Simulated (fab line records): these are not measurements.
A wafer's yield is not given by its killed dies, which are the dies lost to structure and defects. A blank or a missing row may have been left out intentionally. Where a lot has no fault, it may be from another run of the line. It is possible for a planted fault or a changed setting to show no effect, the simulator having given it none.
Matching of chambers -- flow nandHarc -- NHARC_P_ZERO_WELL_DESCUM_13 on rieDiel-03: 4 sister chambers
The step chemistry O2, time 3 s. 8 wafers are shown with their chamber, then 8 later ones without.

WAFERS WITH THEIR CHAMBER
wafer,chamber,showerheadPlenumPTorr (Torr),drypumpMotorCurrentA (A)
L078.3,1,1.91,6.3
L078.4,3,2.03,6.2
L079.4,0,1.92,6.0
L079.5,2,2.06,6.0
L080.1,2,2.06,6.0
L080.2,0,1.92,6.1
L080.3,3,2.03,6.2
L084.2,1,1.90,6.3

WAFERS WITH NO CHAMBER GIVEN
wafer,showerheadPlenumPTorr (Torr),drypumpMotorCurrentA (A)
L084.4,2.02,6.2
L084.6,1.90,6.3
L089.1,1.90,6.3
L089.3,2.02,6.2
L089.5,2.05,6.0
L097.2,1.91,6.1
L097.3,2.01,6.2
L097.5,1.89,6.3

EACH ONE'S CHAMBER
wafer,from the rows above,in truth
L084.4,3,3
L084.6,1,1
L089.1,1,1
L089.3,3,3
L089.5,2,2
L097.2,0,0
L097.3,3,3
L097.5,1,1
Correctly placed: 8 of 8. Not placeable from these rows: 0. Number placed wrongly: 0.
How it was worked out, from the rows above alone: a wafer's distance from a chamber is the root of the sum, over the readings, of the square of ((its reading less the chamber's mean) divided by the reading's scatter). The wafer belongs to the nearest chamber; if the next one is less than 2 further off, it can't be placed. The mean given for a chamber averages the wafers shown for that chamber. The scatter: take each reading less its chamber's mean, square it, sum over the shown wafers, divide by the number of wafers less the number of chambers, and take the root.
